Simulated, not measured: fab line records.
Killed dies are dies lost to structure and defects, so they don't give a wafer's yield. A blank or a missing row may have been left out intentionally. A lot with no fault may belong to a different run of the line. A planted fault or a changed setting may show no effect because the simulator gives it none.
What tool caused it? | flow nand harc | 36 wafers from 12 lots sampled at 4 of the route's 1302 steps

WHAT THE GAUGES READ, wafer by wafer
NHARC_P_CONTACT_INSPECT_27. Usual: 301 for raw defect count, sd 140.
lot  | measured     | on                | raw defect count | flag
L790 | day 6 01:40  | defect inspect-01 | 368 162 322      |
L791 | day 6 11:33  | defect inspect-01 | 322 321 234      |
L792 | day 6 19:34  | defect inspect-02 | 265 421 287      |
L793 | day 7 04:30  | defect inspect-01 | 455 194 405      |
L795 | day 7 21:00  | defect inspect-01 | 315 182 154      |
L794 | day 7 21:35  | defect inspect-02 | 567 379 436      |
L796 | day 8 12:22  | defect inspect-02 | 350 441 658      |
L797 | day 9 00:59  | defect inspect-01 | 158 182 181      |
L798 | day 9 12:19  | defect inspect-02 | 331 262 275      |
L804 | day 12 04:15 | defect inspect-02 | 189 213 462      |
L812 | day 15 12:56 | defect inspect-02 | 319 403 460      |
L813 | day 15 21:11 | defect inspect-01 | 201 176 315      |

NHARC_P_M0_OVL_MEAS_10: pitch 180 nm. Usual: overlay x nm -0.1 nm, standard deviation 0.59; overlay y nm 0.4 nm, standard deviation 0.97.
lot  | measured     | on         | overlay x nm (nm) | overlay y nm (nm) | flag
L790 | day 6 02:32  | overlay-01 | 0.5 0.5 0.6       | 1.4 1.6 1.3       |
L791 | day 6 12:41  | overlay-02 | -0.5 -0.7 -0.5    | 0.4 -0.2 -0.1     |
L792 | day 6 20:27  | overlay-01 | -0.6 -0.5 -0.3    | 2.2 1.5 1.8       |
L793 | day 7 05:30  | overlay-02 | -0.1 0.0 0.3      | 1.0 0.9 1.1       |
L795 | day 7 21:52  | overlay-01 | 0.3 0.3 0.3       | 0.3 0.3 0.7       |
L794 | day 7 22:34  | overlay-02 | -1.1 -0.6 -0.8    | -0.3 -0.9 -0.6    |
L796 | day 8 13:14  | overlay-02 | 0.6 1.0 0.9       | -2.0 -1.1 -1.6    |
L797 | day 9 01:58  | overlay-02 | -0.4 0.2 -0.5     | 0.8 0.5 0.5       |
L798 | day 9 13:19  | overlay-01 | 0.0 0.1 -0.3      | 0.5 0.7 0.6       |
L804 | day 12 05:07 | overlay-02 | -0.8              | 0.0               |
L812 | day 15 13:56 | overlay-01 | -0.3 -0.5 -0.3    | 0.8 1.0 1.3       |
L813 | day 15 22:10 | overlay-01 | -0.6 -1.2 -1.5    | 1.9 2.1 1.9       |

TOOL THAT RAN EACH LOT (tool first, then ch and the chambers of the sampled wafers, then the start)
lot  | NHARC_P_CONTACT_CMP_01        | NHARC_P_CONTACT_ALD_22
L790 | cmp-03 ch 2,3, day 5 21:41    | ald metal-02 ch 0,1,2, day 6 00:27
L791 | cmp-02 ch 0,1,3, day 6 07:25  | ald metal-01 ch 2,3, day 6 10:17
L792 | cmp-04 ch 2,3, day 6 15:28    | ald metal-04 ch 0,1,3, day 6 18:22
L793 | cmp-02 ch 1,2,3, day 7 00:17  | ald metal-01 ch 0,3, day 7 03:13
L795 | cmp-03 ch 0,1,3, day 7 16:54  | ald metal-02 ch 0,3, day 7 19:46
L794 | cmp-02 ch 0,3, day 7 17:25    | ald metal-04 ch 1,2,3, day 7 20:23
L796 | cmp-02 ch 0,2,3, day 8 08:22  | ald metal-04 ch 0,1,3, day 8 11:06
L797 | cmp-02 ch 1,2,3, day 8 20:53  | ald metal-01 ch 0,1, day 8 23:45
L798 | cmp-02 ch 1,2, day 9 08:13    | ald metal-01 ch 0,1,3, day 9 11:06
L804 | cmp-04 ch 0,1,2, day 12 00:20 | ald metal-02 ch 0,1, day 12 03:00
L812 | cmp-02 ch 1,3, day 14 22:50   | ald metal-04 ch 1,3, day 15 11:41
L813 | cmp-02 ch 2,3, day 15 17:07   | ald metal-04 ch 0,2,3, day 15 19:59
- NHARC_P_CONTACT_CMP_01: polishes SiO2, target thk 200 nm.
- NHARC_P_CONTACT_ALD_22: deposits TiN, target thk 3 nm, pulse time 1 s, ald cycles 150.

WHAT THE TOOLS THEMSELVES READ (means of the sampled wafers that have a number; where no wafer has one, the mark that the record gives instead)
NHARC_P_CONTACT_CMP_01. Usual: 11.9 A for motor current A, sd 0.96.
lot  | tool   | motor current A (A) | flag
L790 | cmp-03 | 11.9                |
L791 | cmp-02 | 11.6                |
L792 | cmp-04 | 12.8                |
L793 | cmp-02 | 11.6                |
L795 | cmp-03 | 11.2                |
L794 | cmp-02 | 11.7                |
L796 | cmp-02 | 12.1                |
L797 | cmp-02 | 11.4                |
L798 | cmp-02 | 11.4                |
L804 | cmp-04 | 13.3                |
L812 | cmp-02 | 11.1                |
L813 | cmp-02 | 11.1                |

NHARC_P_CONTACT_ALD_22. Usual: heater power w 1078 W, standard deviation 110; precursor pulse height rel 0.998, standard deviation 0.02.
lot  | tool         | heater power w (W) | precursor pulse height rel | flag
L790 | ald metal-02 | 1095               | 0.994                      |
L791 | ald metal-01 | 1130               | 1.010                      |
L792 | ald metal-04 | 1086               | 1.013                      |
L793 | ald metal-01 | 1170               | 0.987                      |
L795 | ald metal-02 | 928                | 1.004                      |
L794 | ald metal-04 | 1058               | 1.020                      |
L796 | ald metal-04 | 1085               | 1.013                      |
L797 | ald metal-01 | 1220               | 0.975                      |
L798 | ald metal-01 | 1177               | 0.989                      |
L804 | ald metal-02 | 1084               | 1.000                      |
L812 | ald metal-04 | 1083               | 0.978                      |
L813 | ald metal-04 | 1088               | 1.003                      |

THE ANSWER, worked out from the rows above alone
Rule: a lot counts as off when the mean over its wafers that have a number is more than 3 standard deviations away from the usual mean. Also off: a lot with no number at a reading for which 4 or more lots have one. The other lots that the step has rows for count as sound. After the gauges, taken in route order, come the tools' own readings; for these a lot's mean is taken, as printed above. At the first step where some lot is off, the reading lying furthest off is the one used; lots without a number count as furthest.
No lot is off on any of the readings shown, so nothing can be concluded from this.

WHAT WAS PUT IN BY THE SIMULATOR
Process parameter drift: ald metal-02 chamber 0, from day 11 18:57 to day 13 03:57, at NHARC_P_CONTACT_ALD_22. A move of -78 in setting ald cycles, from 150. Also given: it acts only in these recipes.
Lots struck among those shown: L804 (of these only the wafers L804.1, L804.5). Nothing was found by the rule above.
